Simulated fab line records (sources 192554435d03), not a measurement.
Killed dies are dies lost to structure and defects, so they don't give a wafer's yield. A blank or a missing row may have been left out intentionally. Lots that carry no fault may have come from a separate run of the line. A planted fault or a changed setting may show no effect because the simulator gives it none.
Matching of chambers :: flow n5 finfet :: N5_BEOL_M0_SAQP_HM_DEP_111 on pecvd-02 has 3 sister chambers
The step deposits SiO2 from SiH4/N2O, target thk 12 nm, time 7.2 s. 16 wafers are shown with their chamber, then 8 later ones without.

## WAFERS, EACH WITH ITS CHAMBER
wafer: L074.4
chamber: 1
showerhead plenum p Torr (Torr): 8.23
heater power outer w (W): 392
susceptor temp C (C): 399.84

wafer: L074.5
chamber: 0
showerhead plenum p Torr (Torr): 7.92
heater power outer w (W): 422
susceptor temp C (C): 399.55

wafer: L074.6
chamber: 2
showerhead plenum p Torr (Torr): 7.99
heater power outer w (W): 474
susceptor temp C (C): 399.80

wafer: L078.1
chamber: 2
showerhead plenum p Torr (Torr): 8.01
heater power outer w (W): 398
susceptor temp C (C): 399.89

wafer: L078.3
chamber: 2
showerhead plenum p Torr (Torr): 8.00
heater power outer w (W): 394
susceptor temp C (C): 399.84

wafer: L078.5
chamber: 0
showerhead plenum p Torr (Torr): 7.95
heater power outer w (W): 396
susceptor temp C (C): 399.93

wafer: L080.1
chamber: 0
showerhead plenum p Torr (Torr): 7.93
heater power outer w (W): 368
susceptor temp C (C): 400.03

wafer: L080.4
chamber: 2
showerhead plenum p Torr (Torr): 8.01
heater power outer w (W): 471
susceptor temp C (C): 400.02

wafer: L080.6
chamber: 1
showerhead plenum p Torr (Torr): 8.21
heater power outer w (W): 418
susceptor temp C (C): 400.11

wafer: L087.1
chamber: 0
showerhead plenum p Torr (Torr): 7.94
heater power outer w (W): 407
susceptor temp C (C): 399.96

wafer: L087.2
chamber: 2
showerhead plenum p Torr (Torr): 8.03
heater power outer w (W): 476
susceptor temp C (C): 400.23

wafer: L087.3
chamber: 1
showerhead plenum p Torr (Torr): 8.23
heater power outer w (W): 372
susceptor temp C (C): 400.28

wafer: L089.1
chamber: 2
showerhead plenum p Torr (Torr): 8.03
heater power outer w (W): 464
susceptor temp C (C): 400.38

wafer: L089.3
chamber: 0
showerhead plenum p Torr (Torr): 7.94
heater power outer w (W): 469
susceptor temp C (C): 399.87

wafer: L089.6
chamber: 1
showerhead plenum p Torr (Torr): 8.22
heater power outer w (W): 420
susceptor temp C (C): 399.71

wafer: L090.3
chamber: 0
showerhead plenum p Torr (Torr): 7.94
heater power outer w (W): 380
susceptor temp C (C): 399.61

SIGNATURES, as means of the wafers listed above
reading: showerhead plenum p Torr
chamber 0: 7.9367
chamber 1: 8.2225
chamber 2: 8.0117
scatter within a chamber: 0.0127

reading: heater power outer w
chamber 0: 407.00
chamber 1: 400.50
chamber 2: 446.17
scatter within a chamber: 34.7

reading: susceptor temp C
chamber 0: 399.8250
chamber 1: 399.9850
chamber 2: 400.0267
scatter within a chamber: 0.226
Rule: distance of a wafer from a chamber = root of the sum over the readings of ((wafer's reading minus chamber's mean) / reading's scatter) squared. If the next closest chamber is less than 2 further off than the closest, the wafer can't be placed; otherwise it belongs to the closest. How the scatter is found: for the shown wafers, subtract from each reading the mean of its chamber, square and add these, divide the total by (wafers less chambers), then take the root.

## WAFERS WITH NO CHAMBER GIVEN
wafer: L090.4
showerhead plenum p Torr (Torr): 7.93
heater power outer w (W): 372
susceptor temp C (C): 399.59

wafer: L090.6
showerhead plenum p Torr (Torr): 8.20
heater power outer w (W): 425
susceptor temp C (C): 400.17

wafer: L093.3
showerhead plenum p Torr (Torr): 8.21
heater power outer w (W): 369
susceptor temp C (C): 400.05

wafer: L093.4
showerhead plenum p Torr (Torr): 7.93
heater power outer w (W): 440
susceptor temp C (C): 400.09

wafer: L093.6
showerhead plenum p Torr (Torr): 7.92
heater power outer w (W): 433
susceptor temp C (C): 400.50

wafer: L094.1
showerhead plenum p Torr (Torr): 7.93
heater power outer w (W): 410
susceptor temp C (C): 400.28

wafer: L094.4
showerhead plenum p Torr (Torr): 8.00
heater power outer w (W): 447
susceptor temp C (C): 399.94

wafer: L094.6
showerhead plenum p Torr (Torr): 8.00
heater power outer w (W): 433
susceptor temp C (C): 400.29

## THE CHAMBER EACH PASSED THROUGH
wafer: L090.4
from the rows above: 0
in truth: 0

wafer: L090.6
from the rows above: 1
in truth: 1

wafer: L093.3
from the rows above: 1
in truth: 1

wafer: L093.4
from the rows above: 0
in truth: 0

wafer: L093.6
from the rows above: 0
in truth: 0

wafer: L094.1
from the rows above: 0
in truth: 0

wafer: L094.4
from the rows above: 2
in truth: 2

wafer: L094.6
from the rows above: 2
in truth: 2
Placed correctly: 8 of 8. Not placeable from these rows: 0. Placed wrongly: 0.
